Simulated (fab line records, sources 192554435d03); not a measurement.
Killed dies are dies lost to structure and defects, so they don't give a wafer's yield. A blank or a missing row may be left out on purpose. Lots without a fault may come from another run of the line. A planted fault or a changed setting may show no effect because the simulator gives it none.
A struck lot beside a sound one | flow n5_finfet | 19 steps out of a route of 1938
Sound: wafers L682.2, L682.4, L682.6. Struck: wafers L670.3, L670.4, L670.5. The cause comes at the end.
At each step with rows: each side's tool, then ch and its chambers, then its first start. Under that, the readings that differ: sound wafers | struck wafers | difference of the means | sigmas: that difference in standard deviations of wafers without a fault.
alike: readings whose means differ by less than 2 such deviations, and words and numbers that are the same on both sides. not compared: withheld readings, readings that some wafer has no value for, bounds like >300 that may hide the same value, and numbers for which the record gives no deviation and whose values overlap.
The two part at a step that has a row with sigmas, a row that says differs or no value, or rows on one side only. Numbers that don't overlap but have no deviation are shown without sigmas and don't part them. A reading that every wafer of one side lacks parts them only if that side has two wafers or more.

first, 8 steps without rows for these wafers: N5_FIN_SAQP_ETCH_64 (etches SiO2 in CF4, target depth 1.5 nm); N5_FIN_SAQP_FIN_ETCH_36 (etches the open film in HBr/Cl2/O2, target depth 120 nm, time 50.4 s); N5_FIN_SAQP_PRECLEAN_38 (cleans in O3/DIW, time 45 s); N5_FIN_SAQP_PRECLEAN_45 (cleans in dHF, time 10 s); N5_FIN_SAQP_SRD_39 (time 30 s); N5_FIN_CUT_COAT_18 (time 60 s, resist thk 230 nm); N5_FIN_CUT_COAT_19 (time 60 s, resist thk 20 nm); N5_FIN_CUT_COAT_29 (time 60 s, resist thk 10 nm).
N5_FIN_CUT_COAT_02: resist thk 30 nm.
  sound on litho_track-04 ch 0, day 6 14:14; struck on litho_track-05 ch 0, day 3 14:47
  reading                                      | sound                | struck               | difference | sigmas
  spin_speed_rpm (rpm)                         | 1499.5 1499.2 1499.2 | 1357.9 1359.5 1357.2 | -141.1     | -99 or more
  model.CAR-EUV_of_FIN_CUT_COAT_02.thk_nm (nm) | 30 29.8 29.8         | 31.4 31.6 31.6       | +1.7       |
then, 6 steps without rows for these wafers: N5_FIN_CUT_EBR_04; N5_FIN_CUT_SOFTBAKE_03 (time 60 s); N5_FIN_CUT_EXPOSE_05 (exposes mask FIN CUT); N5_FIN_CUT_PEB_06 (peb time 60 s); N5_FIN_CUT_DEVELOP_07 (develop time 30 s); N5_FIN_CUT_DESCUM_13 (chemistry O2, time 7 s).
N5_FIN_CUT_ETCH_30: etches underlayer in N2/H2, target depth 13 nm, time 10.4 s.
  sound on rie_diel-03 ch 1,2,3, day 6 14:39; struck on rie_diel-03 ch 0,1,3, day 3 15:24
  reading                                      | sound          | struck       | difference | sigmas
  model.CAR-EUV_of_FIN_CUT_COAT_02.thk_nm (nm) | 14.6 14.4 14.4 | 16 16.2 16.2 | +2         |
  alike: chamber_pressure_mTorr, drypump_motor_current_A, etch_rf_on_time_s, oes_product_au, rf_vpp_V, showerhead_plenum_p_Torr, throttle_valve_pct
  not compared: rf_hours_counter_h
then, 1 step without rows for these wafers: N5_FIN_CUT_ETCH_20 (etches SiARC in CF4, target depth 26 nm, time 43.3 s).
-- the record jumps here: 7 days lie between the struck wafers' starts before and after (it left off in module FIN_CUT and takes up again in module BEOL_M4, whose first step shown is number 1111 of the route) --
N5_BEOL_M4_RC_MEAS_101:
  sound on prober-02 ch 0, day 13 14:23; struck on prober-02 ch 0, day 10 15:11
  alike: DIBL_N, DIBL_P, IOFF_N, IOFF_P, ION_N, ION_P, SS_N, SS_P, VT_N, VT_P
then, 1 step without rows for these wafers: N5_PASSIVATION_PROBE_49.

WHERE THEY PART
Only at N5_FIN_CUT_COAT_02, within this record. Later steps at which nothing parts them and some readings are alike: N5_FIN_CUT_ETCH_30, N5_BEOL_M4_RC_MEAS_101.

WHY: what the simulator had put in
Process parameter drift: litho_track-05, from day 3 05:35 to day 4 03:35, at N5_FIN_CUT_COAT_02. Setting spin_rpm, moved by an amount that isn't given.
